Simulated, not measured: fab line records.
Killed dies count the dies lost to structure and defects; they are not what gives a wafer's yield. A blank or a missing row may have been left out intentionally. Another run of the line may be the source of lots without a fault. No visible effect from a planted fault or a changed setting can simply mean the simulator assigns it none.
Struck lot and sound lot, side by side ; flow nand_harc ; 15 out of 1159 route steps
Sound: these wafers, L681.4, L681.5, L681.6. Struck: wafers L688.1, L688.6 (left out: L688.2, a lot-mate that was not struck); the cause follows at the end.
Per side, at each step with rows, come the tool, then ch with its chambers, and then its first start. Under that, the readings that differ: sound wafers ; struck wafers ; difference of the means ; sigmas: that difference in standard deviations of wafers without a fault.
alike: readings whose means differ by less than 2 such deviations, and words and numbers that are the same on both sides. not compared: withheld readings, readings that some wafer has no value for, bounds like >300 that may hide the same value, and numbers for which the record gives no deviation and whose values overlap.
The two part at a step that has a row with sigmas, a row that says differs or no value, or rows on one side only. Non-overlapping numbers with no deviation appear without sigmas and do not part them. A reading missing from all wafers of one side parts the sides only when that side holds two or more wafers.

NHARC_A_BLC_INSPECT_12:
  struck on defect_inspect-01, day 20 09:01; sound on defect_inspect-01, day 18 12:32
  alike: raw_defect_count
then, 1 step without rows for these wafers: NHARC_A_BLC_DESCUM_15 (chemistry O2, time 3 s).
NHARC_A_BLC_ETCH_16: etches the open film in CF4, target depth 39 nm, time 65 s.
  sound on rie_diel-11 ch 0,3, day 18 12:41; struck on rie_diel-08 ch 0,1, day 20 09:10
reading;sound;struck;difference;sigmas
drypump_motor_current_A (A);6.4 5.4 6.4;5.1 5.5;-0.8;-2
  alike: oes_product_au, rf_vpp_V, showerhead_plenum_p_Torr, throttle_valve_pct
  not compared: rf_hours_counter_h
then, 2 steps without rows for these wafers: NHARC_A_BLC_ETCH_17 (etches the open film in N2/H2, target depth 390 nm, time 609.38 s); NHARC_A_BLC_ETCH_18 (etches the open film in C4F8/O2/Ar, target depth 910 nm).
NHARC_A_BLC_CD_MEAS_19:
  struck on cd_sem-01, day 20 10:02; sound on cd_sem-01, day 18 13:35
  alike: cd_nm
NHARC_A_BLC_STRIP_29: strips in CF4.
  sound on rie_diel-08 ch 0,1, day 18 13:40; struck on rie_diel-02 ch 1,3, day 20 10:07
  alike: drypump_motor_current_A, oes_product_au, rf_vpp_V, showerhead_plenum_p_Torr, throttle_valve_pct
  not compared: rf_hours_counter_h
NHARC_A_BLC_STRIP_21: strips in O2.
  sound on rie_diel-08 ch 0,2,3, day 18 13:46; struck on rie_diel-02 ch 0,3, day 20 10:14
  alike: drypump_motor_current_A, oes_product_au, rf_vpp_V, showerhead_plenum_p_Torr, throttle_valve_pct
  not compared: rf_hours_counter_h
then, 1 step without rows for these wafers: NHARC_A_BLC_STRIP_22 (strips in post etch residue remover, time 600 s).
NHARC_A_BLC_DEGAS_30: time 60 s.
  struck on pvd_sputter-01, day 20 10:38; sound on pvd_sputter-03, day 18 14:11
  alike: heater_power_w
then, 2 steps without rows for these wafers: NHARC_A_BLC_PRE_CLEAN_31 (time 15 s); NHARC_A_BLC_PVD_32 (deposits Ti, target thk 5 nm, time 17.7 s).
NHARC_A_BLC_ALD_23: deposits TiN, target thk 3 nm, pulse time 1 s, ald cycles 150.
  sound on ald_metal-02 ch 0,2,3, day 18 14:28; struck on ald_metal-02 ch 2,3, day 20 10:56
reading;sound;struck;difference;sigmas
ald_cycles;150 150 150;65 65;-85;
  alike: heater_power_w, precursor_pulse_height_rel
NHARC_A_BLC_CVD_24: deposits W, target thk 150 nm, time 434 s.
  sound on cvd_w-01 ch 0,1; struck on cvd_w-01 ch 0
  alike: heater_power_w, mfc_wf6_sccm, throttle_valve_pct
-- jump in the record: it breaks off in module A_BLC and resumes in module END (first step shown: number 1159 of the route), and 2 days separate the struck wafers' starts before and after --
NHARC_END_SORT_01:
  sound on prober-01 ch 0, day 20 13:24; struck on prober-01 ch 0, day 22 11:11
reading;sound;struck;difference;sigmas
hold;- - -;await_dispo/3.2h/release await_dispo/3.2h/release;no value on the sound wafers;
killed_at_array;21 20 17;674 668;+652;+71
killed_at_other;0 0 0;1 4;+2;+2
killed_dies;22 25 22;677 677;+654;+67
  alike: killed_at_periphery, killed_open, killed_short

== WHERE THEY PART ==
Earliest at NHARC_A_BLC_ETCH_16; latest, in this record, at NHARC_END_SORT_01.

WHY: whatever the simulator had introduced
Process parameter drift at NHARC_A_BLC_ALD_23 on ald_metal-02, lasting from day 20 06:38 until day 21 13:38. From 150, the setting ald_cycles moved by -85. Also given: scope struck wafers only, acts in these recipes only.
